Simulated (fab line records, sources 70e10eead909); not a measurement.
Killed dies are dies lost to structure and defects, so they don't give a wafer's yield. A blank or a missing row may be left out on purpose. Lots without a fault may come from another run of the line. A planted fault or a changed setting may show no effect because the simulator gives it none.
Which tool did it? | flow nand_harc | 13 lots, 39 wafers sampled, at 6 steps of a route of 1159

WHAT THE GAUGES READ, wafer by wafer
NHARC_P_M2_THK_MEAS_24: measures by xrf. Usual: thk_nm 144.1 nm, standard deviation 1.7.
lot  | measured     | on            | thk_nm (nm)       | flag
L435 | day 6 02:03  | film_metro-02 | 144.1 143.7 144.9 |
L436 | day 6 03:02  | film_metro-02 | 144.4 144.4 145.4 |
L437 | day 7 01:04  | film_metro-02 | 140.3 142.1 142.2 |
L438 | day 7 01:10  | film_metro-01 | 146.6 145.1 143.8 |
L440 | day 7 15:34  | film_metro-01 | 142.6 140.4 141.3 |
L439 | day 7 16:23  | film_metro-02 | 145.7 143.7 141.9 |
L442 | day 8 06:11  | film_metro-02 | 145.3 144.7 143.7 |
L445 | day 8 14:19  | film_metro-02 | 142.6 145.3 147.0 |
L448 | day 9 16:49  | film_metro-02 | 142.7 142.0 144.4 |
L447 | day 9 17:19  | film_metro-01 | 143.7 143.9 144.8 |
L446 | day 9 17:40  | film_metro-01 | 146.1 148.0 148.2 |
L452 | day 10 11:43 | film_metro-02 | 142.9 144.0 141.9 |
L455 | day 11 10:25 | film_metro-01 | 142.7 142.2 145.4 |

NHARC_P_BONDPAD_INSPECT_23. Usual: raw_defect_count 333, standard deviation 110.
lot  | measured     | on                | raw_defect_count | flag
L435 | day 6 06:58  | defect_inspect-02 | 320 360 289      |
L436 | day 6 07:46  | defect_inspect-02 | 226 480 339      |
L437 | day 7 05:47  | defect_inspect-02 | 219 185 193      |
L438 | day 7 06:07  | defect_inspect-01 | 246 269 257      |
L440 | day 7 20:38  | defect_inspect-01 | 290 396 288      |
L439 | day 7 21:22  | defect_inspect-01 | 318 307 229      |
L442 | day 8 10:57  | defect_inspect-01 | 215 383 221      |
L445 | day 8 19:07  | defect_inspect-01 | 350 393 380      |
L448 | day 9 21:35  | defect_inspect-02 | 595 678 485      |
L447 | day 9 22:08  | defect_inspect-01 | 339 376 309      |
L446 | day 9 22:31  | defect_inspect-01 | 188 312 317      |
L452 | day 10 16:55 | defect_inspect-02 | 368 277 200      |
L455 | day 11 15:09 | defect_inspect-01 | 242 327 185      |

NHARC_A_ONON_D1_THK_MEAS_05: measures by ellipsometry. Usual: thk_nm 999 nm, standard deviation 10.
lot  | measured     | on            | thk_nm (nm)    | flag
L435 | day 7 07:00  | film_metro-02 | 1012 1015 1016 |
L436 | day 7 07:01  | film_metro-01 | 998 996 998    |
L437 | day 8 07:35  | film_metro-02 | 1009 1010 1008 |
L438 | day 8 07:33  | film_metro-01 | 1008 1008 1011 |
L440 | day 8 23:47  | film_metro-02 | 994 996 995    |
L439 | day 8 23:47  | film_metro-01 | 1025 1025 1026 |
L442 | day 9 12:40  | film_metro-01 | 987 988 988    |
L445 | day 9 19:18  | film_metro-01 | 998 996 995    |
L448 | day 10 23:01 | film_metro-01 | 1010 1010 1010 |
L447 | day 10 23:14 | film_metro-02 | 1001 1002 1003 |
L446 | day 10 22:53 | film_metro-01 | 993 994 992    |
L452 | day 11 19:06 | film_metro-01 | 1598 1597 1597 | OFF
L455 | day 12 17:20 | film_metro-01 | 1580 1581 1580 | OFF

NHARC_END_SORT_01. Usual: killed_at_array 29, standard deviation 13; killed_at_other 0.7, standard deviation 1; killed_at_periphery 3.2, standard deviation 2.3; killed_dies 33, standard deviation 13; killed_open 3.3, standard deviation 1.7; killed_short 2.0, standard deviation 1.5.
lot  | measured     | on        | killed_at_array | killed_at_other | killed_at_periphery | killed_dies | killed_open | killed_short | flag
L452 | day 23 17:43 | prober-02 | 674 668 670     | 0 2 1           | 3 7 6               | 677 677 677 | 3 6 3       | 3 5 2        | OFF
L455 | day 24 12:30 | prober-02 | 673 671 673     | 2 1 0           | 2 5 4               | 677 677 677 | 3 4 5       | 2 1 2        | OFF

WHICH TOOL RAN EACH LOT (tool, then ch and the chambers of the sampled wafers, then the start)
lot  | NHARC_P_M2_CMP_23             | NHARC_A_ONON_D1_DEP_03
L435 | cmp-02 ch 0,3, day 6 01:44    | pecvd_onon-03 ch 0, day 7 06:29
L436 | cmp-01 ch 0,2,3, day 6 02:43  | pecvd_onon-04 ch 0, day 7 06:37
L437 | cmp-04 ch 0,1, day 7 00:44    | pecvd_onon-03 ch 0, day 8 07:11
L438 | cmp-02 ch 0,1,2, day 7 00:51  | pecvd_onon-01 ch 0, day 8 07:02
L440 | cmp-04 ch 0,2,3, day 7 15:19  | pecvd_onon-03 ch 0, day 8 23:17
L439 | cmp-04 ch 0,3, day 7 16:04    | pecvd_onon-04 ch 0, day 8 23:28
L442 | cmp-01 ch 0,1,3, day 8 05:57  | pecvd_onon-03 ch 0, day 9 12:09
L445 | cmp-02 ch 0,1,3, day 8 14:00  | pecvd_onon-01 ch 0, day 9 18:51
L448 | cmp-04 ch 1,2,3, day 9 16:29  | pecvd_onon-01 ch 0, day 10 22:31
L447 | cmp-02 ch 0,1,2, day 9 17:05  | pecvd_onon-03 ch 0, day 10 22:47
L446 | cmp-01 ch 0,2,3, day 9 17:22  | pecvd_onon-03 ch 0, day 10 22:26
L452 | cmp-04 ch 0,3, day 10 11:24   | pecvd_onon-03 ch 0, day 11 18:43
L455 | cmp-01 ch 1,2,3, day 11 10:10 | pecvd_onon-03 ch 0, day 12 16:49
- NHARC_P_M2_CMP_23: polishes, t overpolish 20 s, target thk 144.3 nm.
- NHARC_A_ONON_D1_DEP_03: target thk 1000 nm.

WHAT THE TOOLS THEMSELVES READ (means of the sampled wafers that have a number; where no wafer has one, the mark that the record gives instead)
NHARC_P_M2_CMP_23. Usual: motor_current_A 11.7 A, standard deviation 1.1; pad_life_wafers 236, standard deviation 150; slurry_filter_dp_kPa 13.51 kPa, standard deviation 0.13; time_to_endpoint_s 29.3 s, standard deviation 2.8.
lot  | tool   | motor_current_A (A) | pad_life_wafers | slurry_filter_dp_kPa (kPa) | time_to_endpoint_s (s) | flag
L435 | cmp-02 | 12.2                | 470             | 13.46                      | 29.6                   |
L436 | cmp-01 | 11.3                | 199             | 13.53                      | 31.8                   |
L437 | cmp-04 | 11.0                | 168             | 13.56                      | 26.5                   |
L438 | cmp-02 | 11.5                | 61              | 13.59                      | 32.1                   |
L440 | cmp-04 | 11.9                | 272             | 13.52                      | 28.3                   |
L439 | cmp-04 | 12.2                | 276             | 13.56                      | 28.2                   |
L442 | cmp-01 | 13.0                | 495             | 13.56                      | 29.0                   |
L445 | cmp-02 | 11.5                | 307             | 13.48                      | 29.8                   |
L448 | cmp-04 | 11.7                | 13              | 13.64                      | 27.8                   |
L447 | cmp-02 | 11.4                | 483             | 13.51                      | 31.1                   |
L446 | cmp-01 | 11.2                | 152             | 13.51                      | 29.4                   |
L452 | cmp-04 | 12.5                | 114             | 13.59                      | 29.2                   |
L455 | cmp-01 | 11.4                | 392             | 13.51                      | 29.1                   |

NHARC_A_ONON_D1_DEP_03. Usual: nh3_flow_sccm 500.0 sccm, standard deviation 1.7.
lot  | tool          | nh3_flow_sccm (sccm) | flag
L435 | pecvd_onon-03 | 498.4                |
L436 | pecvd_onon-04 | 500.3                |
L437 | pecvd_onon-03 | 500.5                |
L438 | pecvd_onon-01 | 499.3                |
L440 | pecvd_onon-03 | 502.7                |
L439 | pecvd_onon-04 | 500.3                |
L442 | pecvd_onon-03 | 499.5                |
L445 | pecvd_onon-01 | 500.4                |
L448 | pecvd_onon-01 | 501.0                |
L447 | pecvd_onon-03 | 501.5                |
L446 | pecvd_onon-03 | 498.5                |
L452 | pecvd_onon-03 | 498.1                |
L455 | pecvd_onon-03 | 498.6                |

THE ANSWER, worked out from the rows above alone
Rule: a lot is off if the mean of its wafers that have a number lies more than 3 standard deviations from the usual mean. A lot without any number at a reading at which 4 lots or more have one is off too. The other lots that the step has rows for count as sound. The gauges are gone through in route order, then the tools' own readings, and for those a lot's mean is taken as printed above. The first step at which some lot is off is used, and at that step the reading that is off furthest; a lot without a number counts as furthest.
Off: L452, L455, at NHARC_A_ONON_D1_THK_MEAS_05 (thk_nm).
A tool fits if, at a process step before that reading, it ran every lot that is off, and no sound lot after the first of them. The gauges at NHARC_A_ONON_D1_THK_MEAS_05 aren't tried: what is off there is off at NHARC_END_SORT_01 too, on other tools, and a gauge's error can't cause that. One fits: pecvd_onon-03 at NHARC_A_ONON_D1_DEP_03. Its last sound lot is L447 (day 10 22:47), its first lot that is off L452 (day 11 18:43): a fault that began between those two fits.

WHAT THE SIMULATOR HAD PUT IN
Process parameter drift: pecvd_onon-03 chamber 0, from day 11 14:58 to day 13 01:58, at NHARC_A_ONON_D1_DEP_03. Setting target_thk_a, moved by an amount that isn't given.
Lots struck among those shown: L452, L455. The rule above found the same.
